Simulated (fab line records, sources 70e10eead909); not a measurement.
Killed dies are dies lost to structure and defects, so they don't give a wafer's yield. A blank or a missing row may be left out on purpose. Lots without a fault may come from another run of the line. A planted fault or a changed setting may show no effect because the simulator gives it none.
Problem report in the 8D (eight disciplines) form, filled by code | flow nand_harc | the parts of the form that need people (team, actions taken, sign-off) are left out

1. THE PROBLEM
thk_nm at NHARC_P_BONDPAD_THK_MEAS_20 reads a mean of 400.1 nm on 9 wafers of 3 lots; wafers without a fault read 160.9 nm with a standard deviation of 1.8. That is +99 or more standard deviations from the usual mean.
The step: measures by xrf.
First seen on wafer L880.3, day 10 03:01, on film_metro-01. The record holds 33 wafers of 11 lots with a number at this step. Rule for "out", or "out of limits": more than 4 standard deviations from the usual mean. The other wafers with a number count as sound.

2. WHAT IT IS AND WHAT IT IS NOT
question                    | is                           | is not
which readings at this step | thk_nm                       | -
which lots                  | L880, L883, L884             | L870, L872, L875, L876, L879, L888, L889, L890
which wafers of those lots  | all that have a number       | -
read on which gauges        | film_metro-01, film_metro-02 | -
when                        | from day 10 03:01            | up to then (15 sound wafers); but 9 sound wafers of L888, L889, L890 came after

3. SUSPECTS, AND WHAT RULES EACH OUT
Counting: a tool at a process step up to the reading stays a suspect if it ran every lot that is out and no sound lot after the first of them.
- the gauge at NHARC_P_BONDPAD_THK_MEAS_20: ruled out. The wafers that are out were read on 2 gauges (film_metro-01, film_metro-02).
- cmp-04 at NHARC_P_BONDPAD_CMP_19 (polishes, t overpolish 30 s, cu recess touch 16 s, target thk 160.81 nm): ruled out as a lasting fault. Sound lots L890 ran on it after its first lot that is out, L880 (day 10 02:41).
Left after counting: nothing in the record.

4. THE CAUSE (what the simulator had put in)
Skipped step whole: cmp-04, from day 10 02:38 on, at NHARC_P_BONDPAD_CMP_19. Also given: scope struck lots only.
Counting ruled it out, wrongly: the rule takes a fault to strike every lot that its tool runs from its start on, and this one did not.

5. THE CHAIN OF EFFECTS, in route order
Each row: a reading whose mean over the struck wafers that have a number lies more than 3 standard deviations from the usual. Only readings for which the record gives a usual standard deviation are gone through. hours: the time from each lot's start at the first step in this table that gives one to its start at this step, as a median over the lots. sigmas: the change in usual standard deviations.
hours | step                        | reading              | usual    | on struck wafers | change | sigmas
0     | NHARC_P_BONDPAD_THK_MEAS_20 | thk_nm               | 160.9 nm | 400.1            | +239.2 | +99 or more
0     | NHARC_P_BONDPAD_INSPECT_23  | raw_defect_count     | 339      | 6090             | +5751  | +52
304   | NHARC_END_SORT_01           | defect_limited_yield | 95.5 %   | 0.0              | -95.5  | -64
304   | NHARC_END_SORT_01           | killed_at_periphery  | 3.4      | 657.7            | +654.3 | +99 or more
304   | NHARC_END_SORT_01           | killed_dies          | 31       | 677              | +646   | +65
304   | NHARC_END_SORT_01           | sort_bin_3_pct       | 0.25 %   | 97.18            | +96.93 | +99 or more
304   | NHARC_END_SORT_01           | sort_n_pass          | 646      | 0                | -646   | -65
304   | NHARC_END_SORT_01           | sort_rim_yield_pct   | 96.2 %   | 0.0              | -96.2  | -37
304   | NHARC_END_SORT_01           | sort_yield_pct       | 95.5 %   | 0.0              | -95.5  | -64
Readings that are blank on the struck wafers while sound wafers have them: edge_zone_pressure_frac at NHARC_P_BONDPAD_CMP_19; motor_current_A at NHARC_P_BONDPAD_CMP_19; overpolish_run_s at NHARC_P_BONDPAD_CMP_19.

6. WHAT WOULD HAVE CAUGHT IT SOONER
In this record the first reading out of limits at a measuring or inspecting step was taken at day 10 03:01, 0 hours after the fault began at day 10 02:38.
At NHARC_P_BONDPAD_CMP_19 the tool's readings are blank on the struck wafers, where sound wafers have them: an empty tool record is the first sign, and it was there at once.
